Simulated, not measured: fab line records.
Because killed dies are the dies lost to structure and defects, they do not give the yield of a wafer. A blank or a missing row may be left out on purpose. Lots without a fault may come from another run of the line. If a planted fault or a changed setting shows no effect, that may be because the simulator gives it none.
Comparing a struck lot with a sound one / flow nand harc / 25 out of 1159 route steps
Sound: these wafers, L285.1, L285.5, L285.6. Struck: wafers L286.1, L286.2, L286.4. Last of all comes the cause.
At each step with rows: each side's tool, then ch and its chambers, then its first start. Under that, the readings that differ: sound wafers / struck wafers / difference of the means / sigmas: that difference in standard deviations of wafers without a fault.
alike: same words and numbers on both sides, and readings whose means sit less than 2 such deviations apart. not compared: any withheld reading, any reading some wafer has no value for, any bound like >300 that may hide the same value, and any number with overlapping values for which the record gives no deviation.
Wherever a step has rows on one side only, a row that says differs or no value, or a row with sigmas, the two part there. Non-overlapping numbers with no deviation appear without sigmas and do not part them. Lack of a reading on every wafer of one side parts them only where that side has two or more wafers.

first, 5 steps without rows for these wafers: NHARC_P_GATE_PRECLEAN_71 (cleans in SC1); NHARC_P_GATE_SRD_72; NHARC_P_GATE_OXIDE_16 (material SiO2, target thk 3 nm, ox time 392 s); NHARC_P_GATE_CVD_17 (deposits poly-Si, target thk 150 nm, time 900 s); NHARC_P_GATE_HM_DEP_102 (deposits aC, target thk 120 nm).
NHARC_P_GATE_DEP_103: deposits SiON, target thk 30 nm.
  sound on pecvd-02 ch 0,1,2, day 8 11:10; struck on pecvd-04 ch 0,2, day 8 11:14
  alike: heater power w
then, 6 steps without rows for these wafers: NHARC_P_GATE_DEHYDRATE_18 (time 120 s); NHARC_P_GATE_HMDS_19 (time 30 s); NHARC_P_GATE_COAT_20 (resist thk 90 nm); NHARC_P_GATE_SOFTBAKE_21 (time 55 s); NHARC_P_GATE_EBR_22; NHARC_P_GATE_EXPOSE_23 (exposes mask P GATE, target cd 120 nm).
NHARC_P_GATE_PEB_24: peb time 65 s.
  sound on litho track-01 ch 0, day 8 11:43; struck on litho track-06 ch 0, day 8 11:44
  alike: exhaust pa, resist line temp C
then, 1 step without rows for these wafers: NHARC_P_GATE_DEVELOP_25 (develop time 35 s).
NHARC_P_GATE_CD_MEAS_26: target cd 120 nm.
  sound on cd sem-03 ch 0, day 8 11:47; struck on cd sem-01 ch 0, day 8 11:49
reading=cd nm (nm); sound=118.9 119.1 119.6; struck=107.5 107.1 106.8; difference=-12.1; sigmas=-20
NHARC_P_GATE_OVL_MEAS_27:
  sound on overlay-02 at day 8 11:52; struck on overlay-02 at day 8 11:54
  alike: overlay x nm, overlay y nm
NHARC_P_GATE_INSPECT_28:
  sound on defect inspect-02 at day 8 11:55; struck on defect inspect-02 at day 8 11:56
  alike: raw defect count
NHARC_P_GATE_DESCUM_31: chemistry O2, time 3 s.
  sound on rie diel-11 ch 0,2,3, day 8 11:59; struck on rie diel-05 ch 1,2, day 8 12:01
reading=model.P_GATE.cd nm (nm); sound=118.5 119 119.5; struck=107.4 106.8 107.2; difference=-11.9; sigmas=
  alike: drypump motor current A, mfc ar sccm, oes product au, rf vpp V, showerhead plenum p Torr, throttle valve pct
  not compared: rf hours counter h
NHARC_P_GATE_ETCH_104: etches the open film in CF4/CHF3, target depth 60 nm.
  sound on rie diel-11 ch 0,1, day 8 12:04; struck on rie diel-05 ch 2,3, day 8 12:07
  alike: drypump motor current A, mfc ar sccm, oes product au, rf vpp V, showerhead plenum p Torr, throttle valve pct
NHARC_P_GATE_HM_OPEN_105: chemistry O2/COS, target depth 360 nm.
  sound: rie diel-11 ch 2,3; struck: rie diel-05 ch 2,3
  alike: drypump motor current A, mfc ar sccm, oes product au, rf vpp V, showerhead plenum p Torr, throttle valve pct
  not compared: rf hours counter h
then, 1 step without rows for these wafers: NHARC_P_GATE_STRIP_106 (strips in O2/COS).
NHARC_P_GATE_ETCH_114: etches the open film in CF4/O2, target depth 30 nm, overetch 3 nm, time 16.5 s.
  sound: rie diel-11 ch 1,2,3; struck: rie diel-05 ch 1,2,3
reading=oes product au (a.u.); sound=0.994 0.996 0.978; struck=1.001 1.007 1.009; difference=+0.016; sigmas=+2
  alike: drypump motor current A, mfc ar sccm, rf vpp V, showerhead plenum p Torr, throttle valve pct
  not compared: rf hours counter h
NHARC_P_GATE_ETCH_32: etches the open film in HBr/Cl2, target depth 150 nm, time 100.1 s.
  sound on rie si-01 ch 0,1, day 8 12:35; struck on rie si-05 ch 1,2,3, day 8 12:48
reading=model.P_GATE.cd nm (nm); sound=120.1 118.7 121.1; struck=109 105.9 108; difference=-12; sigmas=
  alike: drypump motor current A, oes product au, throttle valve pct
  not compared: rf hours counter h
NHARC_P_GATE_STRIP_108: strips in O2.
  sound on rie diel-05 ch 2,3, day 8 12:44; struck on rie diel-05 ch 1,2, day 8 12:58
  alike: drypump motor current A, mfc ar sccm, oes product au, rf vpp V, showerhead plenum p Torr, throttle valve pct
  not compared: rf hours counter h
-- the record jumps here: 15 days lie between the struck wafers' starts before and after (it left off in module P_GATE and takes up again in module END, whose first step shown is number 1159 of the route) --
NHARC_END_SORT_01:
  sound on prober-01 ch 0, day 23 12:38; struck on prober-02 ch 0, day 23 12:40
reading=killed at periphery; sound=1 1; struck=5 18 5; difference=+8; sigmas=+3
  alike: killed at array, killed at other, killed dies, killed open, killed short

## WHERE THEY PART
At NHARC_P_GATE_CD_MEAS_26 first; at NHARC_END_SORT_01 last (within this record only).

WHY: what had been put in by the simulator
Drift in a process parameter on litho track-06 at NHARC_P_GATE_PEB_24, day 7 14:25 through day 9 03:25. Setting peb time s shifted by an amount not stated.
